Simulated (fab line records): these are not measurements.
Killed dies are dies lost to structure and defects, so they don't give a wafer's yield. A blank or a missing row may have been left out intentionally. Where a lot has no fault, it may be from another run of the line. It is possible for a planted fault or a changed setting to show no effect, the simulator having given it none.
fab line records | flow n5_finfet | part 1 of 2: steps 1 to 15 of 16
record: lots: 7 | wafers: 19 | last_day: 18
route steps=1938 shown BEOL_M3@962 BEOL_M4@1111 PASSIVATION@1936
lots with no fault: from the same line, run without faults
start_h: hours from the record's opening day to when the first of the lot's shown wafers began | wait_h: hours from the lot's prior step to this one | " same as the row above | L1.1+2: a single row standing in for several wafers | - either no value or no given start | * or withheld: withheld | < > ~ a bound
route shown NAME@n: NAME is a module with steps in the file, n the number in the route of the first one | usual: average and standard deviation across the fault-free wafers | same: alike in all rows | chamber/n: place in a boat | sites: the reading at each site | _std_site: the standard deviation of these | _edge_site: inner sites' mean taken away from outer sites' mean | radius_mm: for every site, how far away it sits from the centre of the wafer | mask NAME#n: copy n | behind: the last tool/chamber to shape the wafer | hold: cause of the lot's hold/its duration in hours/its outcome | device: which transistor (n, p or np) failed to switch | end of line: the tests these same wafers got at the end of their route | a step without rows: its recipe alone | killed: dies lost to structure and defects at the first sort, not the wafer's yield | map: the dies of a wafer, with x for killed, . for not killed, _ for no die there
set.NAME: setting as actually run; set.NAME@STEP: the setting as run at that earlier step | model.NAME: the simulator's own value behind a step, which no gauge read
a table for each step, a row for each wafer; lots at some steps of the route
services: the hour from which a tool's chamber was out of use, counted from the record's first day as start_h (under 0 if before that day), plus the number of hours and why
== steps ==
step: N5_BEOL_M3_SOFTBAKE_23
recipe: temp_c: 110 | time_s: 60 | resist: CAR-EUV
step: N5_BEOL_M3_EXPOSE_25
recipe: mask_id: V2 | na: 0.33 | source_shape: quasar | sigma_inner: 0.2 | sigma_outer: 0.8 | polarization: unpolarized | defocus_nm: 5 | dose_mj: 63
step: N5_BEOL_M3_PEB_26
recipe: peb_temp_c: 100 | peb_time_s: 60 | resist: CAR-EUV
step: N5_BEOL_M3_DEVELOP_27
recipe: develop_time_s: 30 | developer: TMAH | resist: CAR-EUV | rinse_liquid: surfactant_rinse | dry: air_spin | dev_temp_c: 23
step: N5_BEOL_M3_CD_MEAS_28
recipe: target_cd_nm: 25.7 | landing_energy_ev: 500 | detector: se_inlens | target_cd_y_nm: 23.3 | polarity: opening
usual: cd_nm: 25.74/0.24
lot.wafer | tool      | chamber | start_h | wait_h | cd_nm
L604.2    | cd_sem-03 | 0       | 195.35  | -      | 25.60
L604.4    | "         | 0       | "       | "      | 25.61
L604.6    | "         | 0       | "       | "      | 25.64
L605.4    | cd_sem-03 | 0       | 202.79  | -      | 26.24
L605.5    | "         | 0       | "       | "      | 25.56
L605.6    | "         | 0       | "       | "      | 25.56
L607.2    | cd_sem-01 | 0       | 212.64  | -      | 26.14
L607.4    | "         | 0       | "       | "      | 25.67
L608.1    | cd_sem-03 | 0       | 218.21  | -      | 25.92
L608.2    | "         | 0       | "       | "      | 25.87
L609.2    | cd_sem-03 | 0       | 220.83  | -      | 25.61
L609.3    | "         | 0       | "       | "      | 25.65
L609.6    | "         | 0       | "       | "      | 25.81
L617.3    | cd_sem-03 | 0       | 279.09  | -      | 25.13
L617.4    | "         | 0       | "       | "      | 25.80
L617.5    | "         | 0       | "       | "      | 25.49
L620.1    | cd_sem-03 | 0       | 287.73  | -      | 25.91
L620.3    | "         | 0       | "       | "      | 26.03
L620.5    | "         | 0       | "       | "      | 25.65
step: N5_BEOL_M3_OVL_MEAS_29
recipe: points_per_wafer: 522
usual: V2_OVL: 0.5/0.62
lot.wafer | tool       | chamber | start_h | wait_h | V2_OVL[nm]
L604.2    | overlay-01 | 0       | 195.39  | 0.0    | 1.3
L604.4    | "          | 0       | "       | "      | 0.1
L604.6    | "          | 0       | "       | "      | 1.4
L605.4    | overlay-01 | 0       | 202.84  | 0.0    | 0.6
L605.5    | "          | 0       | "       | "      | 0.8
L605.6    | "          | 0       | "       | "      | 1.2
L607.2    | overlay-01 | 0       | 212.68  | 0.0    | -0.6
L607.4    | "          | 0       | "       | "      | -1.7
L608.1    | overlay-02 | 0       | 218.24  | 0.0    | 0.5
L608.2    | "          | 0       | "       | "      | 1.2
L609.2    | overlay-01 | 0       | 220.86  | 0.0    | 0.7
L609.3    | "          | 0       | "       | "      | 1.3
L609.6    | "          | 0       | "       | "      | 0.4
L617.3    | overlay-02 | 0       | 279.15  | 0.1    | -0.8
L617.4    | "          | 0       | "       | "      | 0.1
L617.5    | "          | 0       | "       | "      | -0.2
L620.1    | overlay-02 | 0       | 287.76  | 0.0    | 0.7
L620.3    | "          | 0       | "       | "      | 0.5
L620.5    | "          | 0       | "       | "      | 0.2
step: N5_BEOL_M3_INSPECT_30
recipe: mode: adi | inspect_instrument: brightfield
usual: raw_defect_count: 461/100
lot.wafer | tool              | chamber | start_h | wait_h | raw_defect_count
L604.2    | defect_inspect-02 | -       | 195.44  | 0.0    | 345
L604.4    | "                 | -       | "       | "      | 395
L604.6    | "                 | -       | "       | "      | 283
L605.4    | defect_inspect-02 | -       | 202.89  | 0.0    | 598
L605.5    | "                 | -       | "       | "      | 538
L605.6    | "                 | -       | "       | "      | 815
L607.2    | defect_inspect-01 | -       | 212.73  | 0.0    | 405
L607.4    | "                 | -       | "       | "      | 398
L608.1    | defect_inspect-02 | -       | 218.29  | 0.1    | 281
L608.2    | "                 | -       | "       | "      | 305
L609.2    | defect_inspect-01 | -       | 220.92  | 0.0    | 433
L609.3    | "                 | -       | "       | "      | 293
L609.6    | "                 | -       | "       | "      | 360
L617.3    | defect_inspect-01 | -       | 279.20  | 0.0    | 526
L617.4    | "                 | -       | "       | "      | 367
L617.5    | "                 | -       | "       | "      | 503
L620.1    | defect_inspect-02 | -       | 287.81  | 0.1    | 600
L620.3    | "                 | -       | "       | "      | 540
L620.5    | "                 | -       | "       | "      | 557
step: N5_BEOL_M3_DESCUM_33
recipe: chemistry: O2 | time_s: 7 | source_power_w: 50 | bias_power_w: 20 | pressure_mtorr: 20 | rf_frequency_hz: 2.712e+07 | temp_c: 40 | resist: CAR-EUV | o2_flow_sccm: 225
usual: drypump_motor_current_A: 5.7/0.43 | oes_product_au: 0.77/0.089 | rf_vpp_V: 243.2/1.4 | showerhead_plenum_p_Torr: 2.10/0.069 | throttle_valve_pct: 20.44/0.25
lot.wafer | tool        | chamber | start_h | wait_h | drypump_motor_current_A | oes_product_au | rf_hours_counter_h | rf_vpp_V | showerhead_plenum_p_Torr | throttle_valve_pct
L604.2    | rie_diel-06 | 3       | 195.47  | 0.0    | 5.5                     | 0.87           | 41                 | 243.9    | 2.13                     | 20.16
L604.4    | "           | 1       | "       | "      | 5.5                     | 0.66           | -                  | 242.5    | 2.07                     | 20.44
L604.6    | "           | 2       | "       | "      | 5.2                     | 0.71           | -                  | 242.2    | 2.16                     | 20.63
L605.4    | rie_diel-01 | 3       | 203.01  | 0.1    | 5.9                     | 0.81           | 108                | 243.6    | 2.21                     | 20.48
L605.5    | "           | 0       | "       | "      | 5.4                     | 0.79           | -                  | 243.0    | 2.13                     | 20.80
L605.6    | "           | 1       | "       | "      | 6.5                     | 0.88           | -                  | 242.2    | 2.04                     | 20.26
L607.2    | rie_diel-01 | 3       | 212.76  | 0.0    | 5.9                     | 0.81           | 111                | 244.8    | 2.21                     | 20.47
L607.4    | "           | 1       | "       | "      | 6.4                     | 0.87           | 43                 | 243.7    | 2.04                     | 20.28
L608.1    | rie_diel-06 | 3       | 218.33  | 0.0    | 5.5                     | 0.87           | 49                 | 244.2    | 2.12                     | 20.18
L608.2    | "           | 0       | "       | "      | 5.9                     | 0.96           | 7                  | 242.1    | 2.07                     | 20.39
L609.2    | rie_diel-01 | 3       | 220.95  | 0.0    | 5.9                     | 0.81           | 113                | 243.9    | 2.21                     | 20.48
L609.3    | "           | 1       | "       | "      | 6.4                     | 0.87           | 45                 | 242.0    | 2.04                     | 20.28
L609.6    | "           | 1       | "       | "      | 6.4                     | 0.87           | -                  | 241.0    | 2.04                     | 20.28
L617.3    | rie_diel-01 | 0       | 279.23  | 0.0    | 5.4                     | 0.76           | 112                | 242.5    | 2.12                     | 20.84
L617.4    | "           | 2       | "       | "      | 5.6                     | 0.70           | 211                | 244.2    | 2.05                     | 20.08
L617.5    | "           | 0       | "       | "      | 5.4                     | 0.76           | -                  | 244.3    | 2.12                     | 20.83
L620.1    | rie_diel-02 | 3       | 287.85  | 0.0    | 6.4                     | 0.99           | 0                  | 242.0    | 2.06                     | 20.25
L620.3    | "           | 1       | "       | "      | 5.2                     | 0.72           | 199                | 242.5    | 2.00                     | 20.20
L620.5    | "           | 1       | "       | "      | 5.1                     | 0.73           | -                  | 241.4    | 2.00                     | 20.20
step: N5_BEOL_M3_ETCH_77
recipe: chemistry: N2/H2 | target: underlayer | target_depth_a: 65 | mask_material: CAR-EUV | time_s: 5.2 | ion_energy_ev: 200 | pressure_mtorr: 30 | source_w: 840 | bias_w: 150 | n2_flow_sccm: 200 | h2_flow_sccm: 200 | ends: cleared
usual: drypump_motor_current_A: 5.7/0.43 | etch_rf_on_time_s: 5.21/0.14 | oes_product_au: 0.66/0.078 | rf_vpp_V: 524.0/2.5 | showerhead_plenum_p_Torr: 2.54/0.08 | throttle_valve_pct: 17.83/0.21
lot.wafer | tool        | chamber | start_h | wait_h | drypump_motor_current_A | etch_rf_on_time_s | oes_product_au | rf_hours_counter_h | rf_vpp_V | showerhead_plenum_p_Torr | throttle_valve_pct
L604.2    | rie_diel-06 | 3       | 195.51  | 0.0    | 5.5                     | 5.00              | 0.77           | 41                 | 526.1    | 2.57                     | 17.53
L604.4    | "           | 1       | "       | "      | 5.5                     | 5.12              | 0.57           | -                  | 524.1    | 2.52                     | 17.91
L604.6    | "           | 2       | "       | "      | 5.2                     | 5.14              | 0.61           | -                  | 525.9    | 2.64                     | 18.16
L605.4    | rie_diel-01 | 3       | 203.04  | 0.0    | 5.9                     | 5.19              | 0.69           | 108                | 527.5    | 2.64                     | 17.64
L605.5    | "           | 0       | "       | "      | 5.4                     | 5.17              | 0.67           | -                  | 525.8    | 2.55                     | 17.93
L605.6    | "           | 1       | "       | "      | 6.5                     | 5.19              | 0.75           | -                  | 522.8    | 2.48                     | 17.62
L607.2    | rie_diel-01 | 3       | 212.80  | 0.0    | 5.9                     | 5.16              | 0.70           | 111                | 529.2    | 2.64                     | 17.63
L607.4    | "           | 1       | "       | "      | 6.5                     | 5.25              | 0.74           | 43                 | 522.1    | 2.48                     | 17.63
L608.1    | rie_diel-06 | 3       | 218.36  | 0.0    | 5.5                     | 4.95              | 0.76           | 49                 | 526.4    | 2.56                     | 17.56
L608.2    | "           | 0       | "       | "      | 6.0                     | 5.02              | 0.81           | 7                  | 522.3    | 2.48                     | 17.67
L609.2    | rie_diel-01 | 3       | 220.98  | 0.0    | 5.9                     | 5.23              | 0.68           | 113                | 526.1    | 2.64                     | 17.64
L609.3    | "           | 1       | "       | "      | 6.4                     | 5.28              | 0.74           | 45                 | 523.1    | 2.48                     | 17.65
L609.6    | "           | 1       | "       | "      | 6.5                     | 5.23              | 0.74           | -                  | 521.1    | 2.48                     | 17.63
L617.3    | rie_diel-01 | 0       | 279.26  | 0.0    | 5.4                     | 5.19              | 0.66           | 112                | 523.1    | 2.54                     | 17.96
L617.4    | "           | 2       | "       | "      | 5.6                     | 5.28              | 0.59           | 211                | 523.2    | 2.53                     | 17.90
L617.5    | "           | 0       | "       | "      | 5.4                     | 5.15              | 0.65           | -                  | 526.3    | 2.54                     | 17.97
L620.1    | rie_diel-02 | 3       | 287.88  | 0.0    | 6.4                     | 5.54              | 0.82           | 0                  | 523.4    | 2.48                     | 17.50
L620.3    | "           | 1       | "       | "      | 5.2                     | 5.23              | 0.63           | 199                | 521.0    | 2.43                     | 17.70
L620.5    | "           | 1       | "       | "      | 5.2                     | 5.29              | 0.61           | -                  | 522.8    | 2.43                     | 17.68
step: N5_BEOL_M3_ETCH_69
recipe: chemistry: CF4 | target: SiARC | target_depth_a: 156 | mask_material: CAR-EUV | time_s: 26 | ion_energy_ev: 80 | pressure_mtorr: 40 | source_w: 545 | bias_w: 36 | Ar_flow_sccm: 100 | cf4_flow_sccm: 100 | ends: cleared
usual: drypump_motor_current_A: 5.7/0.43 | etch_rf_on_time_s: 26.0/0.59 | mfc_ar_sccm: 99.96/0.27 | oes_product_au: 0.66/0.076 | rf_vpp_V: 184.1/1.1 | showerhead_plenum_p_Torr: 2.14/0.066 | throttle_valve_pct: 15.61/0.24
lot.wafer | tool        | chamber | start_h | wait_h | drypump_motor_current_A | etch_rf_on_time_s | mfc_ar_sccm | oes_product_au | rf_hours_counter_h | rf_vpp_V | showerhead_plenum_p_Torr | throttle_valve_pct
L604.2    | rie_diel-06 | 3       | 195.53  | 0.0    | 5.5                     | 25.2              | 100.61      | 0.75           | 41                 | 182.9    | 2.17                     | 15.33
L604.4    | "           | 1       | "       | "      | 5.5                     | 26.0              | 100.06      | 0.57           | -                  | 182.4    | 2.10                     | 15.62
L604.6    | "           | 2       | "       | "      | 5.2                     | 26.0              | 100.54      | 0.61           | -                  | 185.1    | 2.22                     | 15.91
L605.4    | rie_diel-01 | 3       | 203.06  | 0.0    | 5.9                     | 26.0              | 99.39       | 0.70           | 108                | 184.9    | 2.24                     | 15.54
L605.5    | "           | 0       | "       | "      | 5.4                     | 25.8              | 100.21      | 0.68           | -                  | 183.8    | 2.16                     | 15.86
L605.6    | "           | 1       | "       | "      | 6.4                     | 26.6              | 100.16      | 0.74           | -                  | 183.1    | 2.10                     | 15.44
L607.2    | rie_diel-01 | 3       | 212.82  | 0.0    | 5.9                     | 26.2              | 99.81       | 0.69           | 111                | 185.3    | 2.24                     | 15.55
L607.4    | "           | 1       | "       | "      | 6.5                     | 26.7              | 100.02      | 0.73           | 43                 | 183.2    | 2.10                     | 15.45
L608.1    | rie_diel-06 | 3       | 218.38  | 0.0    | 5.5                     | 25.0              | 100.16      | 0.75           | 49                 | 184.7    | 2.17                     | 15.33
L608.2    | "           | 0       | "       | "      | 5.9                     | 25.4              | 99.83       | 0.81           | 7                  | 183.6    | 2.10                     | 15.31
L609.2    | rie_diel-01 | 3       | 221.00  | 0.0    | 5.9                     | 25.7              | 99.83       | 0.70           | 113                | 185.9    | 2.24                     | 15.55
L609.3    | "           | 1       | "       | "      | 6.5                     | 26.0              | 99.85       | 0.74           | 45                 | 183.5    | 2.10                     | 15.43
L609.6    | "           | 1       | "       | "      | 6.5                     | 26.2              | 99.68       | 0.74           | -                  | 182.9    | 2.10                     | 15.45
L617.3    | rie_diel-01 | 0       | 279.28  | 0.0    | 5.4                     | 25.7              | 99.66       | 0.66           | 112                | 183.2    | 2.16                     | 15.90
L617.4    | "           | 2       | "       | "      | 5.6                     | 25.9              | 99.63       | 0.60           | 211                | 184.6    | 2.13                     | 15.49
L617.5    | "           | 0       | "       | "      | 5.4                     | 25.5              | 99.40       | 0.67           | -                  | 184.1    | 2.16                     | 15.92
L620.1    | rie_diel-02 | 3       | 287.90  | 0.0    | 6.4                     | 27.1              | 100.28      | 0.83           | 0                  | 183.8    | 2.10                     | 15.27
L620.3    | "           | 1       | "       | "      | 5.1                     | 26.1              | 99.28       | 0.62           | 199                | 182.0    | 2.04                     | 15.38
L620.5    | "           | 1       | "       | "      | 5.1                     | 25.9              | 99.46       | 0.62           | -                  | 183.9    | 2.04                     | 15.37
step: N5_BEOL_M3_ALD_98
recipe: material: SiO2 | target_thk_a: 25 | temp_c: 100 | ald_precursor_family: BDEAS | ald_co_reactant: O2-plasma | pulse_time_s: 1 | co_reactant_pulse_time_s: 1 | purge_time_s: 2 | co_reactant_purge_time_s: 2 | ald_cycles: 17 | pressure_torr: 2
usual: heater_power_w: 82/8.7 | precursor_pulse_height_rel: 1.001/0.019
lot.wafer | tool       | chamber | start_h | wait_h | heater_power_w | precursor_pulse_height_rel
L604.2    | ald_sin-03 | 3       | 195.61  | 0.1    | 78             | 0.980
L604.4    | "          | 2       | "       | "      | 87             | 1.040
L604.6    | "          | 3       | "       | "      | 77             | 1.028
L605.4    | ald_sin-04 | 0       | 203.14  | 0.1    | 68             | 1.046
L605.5    | "          | 0       | "       | "      | 68             | 0.986
L605.6    | "          | 1       | "       | "      | 90             | 0.975
L607.2    | ald_sin-01 | 1       | 212.91  | 0.1    | 73             | 0.981
L607.4    | "          | 3       | "       | "      | 77             | 0.989
L608.1    | ald_sin-04 | 3       | 218.51  | 0.1    | 93             | 0.986
L608.2    | "          | 2       | "       | "      | 87             | 0.997
L609.2    | ald_sin-04 | 0       | 221.81  | 0.8    | 68             | 1.036
L609.3    | "          | 1       | "       | "      | 91             | 1.006
L609.6    | "          | 1       | "       | "      | 92             | 1.002
L617.3    | ald_sin-01 | 3       | 279.90  | 0.6    | 76             | 1.001
L617.4    | "          | 0       | "       | "      | 85             | 0.992
L617.5    | "          | 3       | "       | "      | 78             | 0.995
L620.1    | ald_sin-03 | 1       | 288.04  | 0.1    | 84             | 0.978
L620.3    | "          | 0       | "       | "      | 71             | 1.017
L620.5    | "          | 2       | "       | "      | 85             | 1.021
step: N5_BEOL_M3_ETCHBACK_99
recipe: chemistry: CHF3 | target: SiO2 | target_depth_a: 50 | time_s: 10.4 | source_w: 215 | bias_w: 47 | Ar_flow_sccm: 200 | CHF3_flow_sccm: 12 | ion_energy_ev: 100 | pressure_mtorr: 30
usual: drypump_motor_current_A: 5.7/0.4 | mfc_ar_sccm: 199.9/0.59 | oes_product_au: 0.78/0.097 | rf_vpp_V: 240/3.6 | showerhead_plenum_p_Torr: 2.16/0.066 | throttle_valve_pct: 17.08/0.25
lot.wafer | tool        | chamber | start_h | wait_h | drypump_motor_current_A | mfc_ar_sccm | oes_product_au | rf_hours_counter_h | rf_vpp_V | showerhead_plenum_p_Torr | throttle_valve_pct
L604.2    | rie_diel-06 | 2       | 197.41  | 1.7    | 5.2                     | 199.0       | 0.70           | 197                | 241      | 2.24                     | 17.41
L604.4    | "           | 3       | "       | "      | 5.5                     | 199.3       | 0.89           | -                  | 240      | 2.19                     | 16.81
L604.6    | "           | 2       | "       | "      | 5.2                     | 200.2       | 0.72           | -                  | 242      | 2.24                     | 17.43
L605.4    | rie_diel-01 | 3       | 203.41  | 0.2    | 5.9                     | 199.5       | 0.81           | 108                | 239      | 2.25                     | 16.93
L605.5    | "           | 2       | "       | "      | 5.6                     | 199.3       | 0.72           | -                  | 238      | 2.15                     | 16.90
L605.6    | "           | 1       | "       | "      | 6.5                     | 200.8       | 0.87           | -                  | 245      | 2.12                     | 16.94
L607.2    | rie_diel-01 | 1       | 215.40  | 2.4    | 6.4                     | 199.4       | 0.87           | 44                 | 243      | 2.12                     | 16.94
L607.4    | "           | 3       | "       | "      | 5.9                     | 200.6       | 0.80           | 111                | 237      | 2.25                     | 16.93
L608.1    | rie_diel-01 | 3       | 220.55  | 2.0    | 5.9                     | 201.1       | 0.81           | 113                | 239      | 2.24                     | 16.94
L608.2    | "           | 1       | "       | "      | 6.4                     | 200.1       | 0.88           | 45                 | 243      | 2.12                     | 16.96
L609.2    | rie_diel-01 | 2       | 228.34  | 6.5    | 5.6                     | 199.3       | 0.71           | 195                | 239      | 2.15                     | 16.93
L609.3    | "           | 0       | "       | "      | 5.4                     | 200.6       | 0.78           | 97                 | 242      | 2.17                     | 17.32
L609.6    | "           | 0       | "       | "      | 5.4                     | 200.3       | 0.78           | -                  | 242      | 2.17                     | 17.33
L617.3    | rie_diel-06 | 1       | 292.09  | 12.1   | 5.5                     | 198.8       | 0.94           | 15                 | 244      | 2.12                     | 16.72
L617.4    | "           | 2       | "       | "      | 5.2                     | 200.0       | 0.69           | 230                | 243      | 2.23                     | 17.46
L617.5    | "           | 2       | "       | "      | 5.2                     | 199.8       | 0.69           | -                  | 242      | 2.23                     | 17.47
L620.1    | rie_diel-06 | 1       | 298.32  | 10.2   | 5.4                     | 200.0       | 0.92           | 17                 | 244      | 2.12                     | 16.67
L620.3    | "           | 2       | "       | "      | 5.2                     | 200.3       | 0.67           | 231                | 242      | 2.23                     | 17.46
L620.5    | "           | 0       | "       | "      | 5.9                     | 200.2       | 0.87           | -                  | 236      | 2.10                     | 16.84
step: N5_BEOL_M3_ETCH_70
recipe: chemistry: N2/H2 | target: SOC | target_depth_a: 800 | overetch_a: 160 | mask_material: SiARC | temp_c: 40 | time_s: 120 | ion_energy_ev: 200 | pressure_mtorr: 30 | source_w: 840 | bias_w: 150 | n2_flow_sccm: 200 | h2_flow_sccm: 200
usual: drypump_motor_current_A: 5.7/0.4 | oes_product_au: 0.60/0.07 | rf_vpp_V: 524.1/2.3 | run_length_s: 143.1/0.48 | showerhead_plenum_p_Torr: 2.54/0.079 | throttle_valve_pct: 17.80/0.22
lot.wafer | tool        | chamber | start_h | wait_h | drypump_motor_current_A | oes_product_au | rf_hours_counter_h | rf_vpp_V | run_length_s | showerhead_plenum_p_Torr | throttle_valve_pct | model.SiARC_of_BEOL_M3_COAT_68.thk_nm
L604.2    | rie_diel-06 | 2       | 197.44  | 0.0    | 5.2                     | 0.54           | 197                | 526.4    | 142.8        | 2.64                     | 18.13              | 6.4
L604.4    | "           | 3       | "       | "      | 5.5                     | 0.66           | -                  | 525.9    | 144.0        | 2.57                     | 17.47              | 6.2
L604.6    | "           | 2       | "       | "      | 5.2                     | 0.55           | -                  | 526.2    | 142.7        | 2.64                     | 18.12              | 6.4
L605.4    | rie_diel-01 | 3       | 203.45  | 0.0    | 5.9                     | 0.63           | 108                | 525.2    | 143.2        | 2.64                     | 17.60              | 6.4
L605.5    | "           | 2       | "       | "      | 5.6                     | 0.55           | -                  | 523.7    | 142.5        | 2.54                     | 17.81              | 6.4
L605.6    | "           | 1       | "       | "      | 6.5                     | 0.67           | -                  | 522.7    | 143.3        | 2.48                     | 17.57              | 6.4
L607.2    | rie_diel-01 | 1       | 215.44  | 0.0    | 6.4                     | 0.87           | 44                 | 523.3    | 100.2        | 2.48                     | 17.60              | 8.4
L607.4    | "           | 3       | "       | "      | 5.9                     | 0.63           | 111                | 528.6    | 143.0        | 2.64                     | 17.58              | 6.4
L608.1    | rie_diel-01 | 3       | 220.58  | 0.0    | 5.9                     | 0.62           | 113                | 527.8    | 142.6        | 2.64                     | 17.59              | 6.6
L608.2    | "           | 1       | "       | "      | 6.4                     | 0.85           | 45                 | 522.1    | 100.1        | 2.48                     | 17.62              | 8.4
L609.2    | rie_diel-01 | 2       | 228.38  | 0.0    | 5.6                     | 0.71           | 195                | 522.5    | 100.4        | 2.54                     | 17.86              | 8.4
L609.3    | "           | 0       | "       | "      | 5.4                     | 0.60           | 97                 | 525.5    | 142.8        | 2.55                     | 17.91              | 6.2
L609.6    | "           | 0       | "       | "      | 5.3                     | 0.79           | -                  | 522.8    | 100.3        | 2.55                     | 17.92              | 8.2
L617.3    | rie_diel-06 | 1       | 292.12  | 0.0    | 5.5                     | 0.72           | 15                 | 523.3    | 143.3        | 2.51                     | 17.50              | 6.2
L617.4    | "           | 2       | "       | "      | 5.2                     | 0.53           | 230                | 526.7    | 142.9        | 2.63                     | 18.19              | 6.4
L617.5    | "           | 2       | "       | "      | 5.2                     | 0.52           | -                  | 524.4    | 142.9        | 2.63                     | 18.18              | 6.4
L620.1    | rie_diel-06 | 1       | 298.35  | 0.0    | 5.5                     | 0.71           | 17                 | 524.2    | 143.7        | 2.51                     | 17.50              | 6.2
L620.3    | "           | 2       | "       | "      | 5.2                     | 0.52           | 231                | 525.2    | 142.8        | 2.63                     | 18.18              | 6.4
L620.5    | "           | 0       | "       | "      | 5.9                     | 0.67           | -                  | 523.9    | 142.9        | 2.47                     | 17.69              | 6.2
step: N5_BEOL_M3_STRIP_71
recipe: chemistry: N2/H2 | temp_c: 40 | n2_flow_sccm: 200 | h2_flow_sccm: 200 | rf_frequency_hz: 6e+07
step: N5_BEOL_M4_RC_MEAS_101
usual: DIBL_N: 36.5/1.8 | DIBL_P: 36.5/2.1 | IOFF_N: 0.17/0.031 | IOFF_P: 0.22/0.036 | ION_N: 677/11 | ION_P: 463/8 | SS_N: 71.6/0.61 | SS_P: 73.3/0.63 | VT_N: 249/3.1 | VT_P: -250/3.3
lot.wafer | tool      | chamber | start_h | wait_h | DIBL_N[mV/V] | DIBL_P[mV/V] | IOFF_N[nA/um] | IOFF_P[nA/um] | ION_N[uA/um] | ION_P[uA/um] | SS_N[mV/dec] | SS_P[mV/dec] | VT_N[mV] | VT_P[mV]
L604.2    | prober-01 | 0       | 212.12  | 0.2    | 37.0         | 37.4         | 0.18          | 0.23          | 691          | 471          | 71.1         | 73.8         | 246      | -248
L604.4    | "         | 0       | "       | "      | 36.4         | 35.4         | 0.15          | 0.19          | 671          | 461          | 71.6         | 72.8         | 251      | -252
L604.6    | "         | 0       | "       | "      | 38.8         | 38.7         | 0.21          | 0.25          | 692          | 466          | 71.7         | 74.3         | 244      | -247
L605.4    | prober-02 | 0       | 220.07  | 0.5    | 37.5         | 36.9         | 0.17          | 0.23          | 663          | 458          | 71.9         | 73.8         | 247      | -250
L605.5    | "         | 0       | "       | "      | 36.4         | 36.5         | 0.18          | 0.23          | 679          | 465          | 72.2         | 73.8         | 246      | -251
L605.6    | "         | 0       | "       | "      | 40.7         | 41.4         | 0.26          | 0.32          | 690          | 471          | 73.4         | 74.5         | 243      | -245
L607.2    | prober-01 | 0       | 236.82  | 0.2    | 37.0         | 35.0         | 0.18          | 0.19          | 673          | 455          | 71.6         | 72.9         | 248      | -253
L607.4    | "         | 0       | "       | "      | 37.2         | 35.3         | 0.17          | 0.21          | 667          | 444          | 72.1         | 73.7         | 250      | -249
L608.1    | prober-02 | 0       | 243.29  | 0.0    | 35.5         | 34.6         | 0.15          | 0.18          | 670          | 454          | 71.0         | 72.6         | 249      | -249
L608.2    | "         | 0       | "       | "      | 39.4         | 39.3         | 0.24          | 0.26          | 686          | 463          | 72.3         | 74.0         | 243      | -245
L609.2    | prober-01 | 0       | 243.56  | 0.2    | 34.8         | 32.6         | 0.13          | 0.19          | 643          | 445          | 71.8         | 71.8         | 253      | -253
L609.3    | "         | 0       | "       | "      | 37.3         | 36.7         | 0.19          | 0.25          | 686          | 467          | 72.4         | 73.6         | 246      | -248
L609.6    | "         | 0       | "       | "      | 36.0         | 34.3         | 0.15          | 0.21          | 669          | 458          | 71.9         | 73.1         | 251      | -251
L617.3    | prober-01 | 0       | 306.55  | 0.3    | 37.1         | 39.2         | 0.17          | 0.23          | 672          | 467          | 72.3         | 74.3         | 251      | -252
L617.4    | "         | 0       | "       | "      | 33.4         | 34.9         | 0.12          | 0.18          | 671          | 459          | 70.6         | 73.5         | 251      | -253
L617.5    | "         | 0       | "       | "      | 32.7         | 33.4         | 0.10          | 0.15          | 654          | 449          | 70.1         | 72.2         | 256      | -256
L620.1    | prober-01 | 0       | 335.04  | 0.0    | 37.1         | 36.0         | 0.16          | 0.22          | 670          | 465          | 72.0         | 72.9         | 251      | -249
L620.3    | "         | 0       | "       | "      | 36.2         | 33.9         | 0.13          | 0.18          | 651          | 451          | 72.0         | 72.9         | 257      | -254
L620.5    | "         | 0       | "       | "      | 37.2         | 35.9         | 0.16          | 0.22          | 662          | 454          | 71.3         | 73.5         | 252      | -250
== key ==
first_sign: step: N5_BEOL_M3_ETCH_70 | reading: run_length_s | direction: down | sigmas: 89 | usual: * | struck: *
effect: step: N5_BEOL_M3_ETCH_70 | reading: oes_product_au | direction: up | sigmas: 3 | usual: 0.60 | struck: 0.81
model_effect: step: N5_BEOL_M3_ETCH_70 | value: SiARC_of_BEOL_M3_COAT_68.thk_nm | without: 6.4 | struck: 8.35
met_at N5_BEOL_M3_ETCH_70
struck_wafers L607.2,L608.2,L609.2,L609.6
onset_between 203.45 215.44
fault: kind: process_parameter_drift | tool: rie_diel-01 | chamber: - | onset_h: 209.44 | steps: N5_BEOL_M3_ETCH_70 | channel: time_s | offset: * | shape: step | end_h: 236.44 | scope: struck_wafers_only | acts_in: * | stated: *
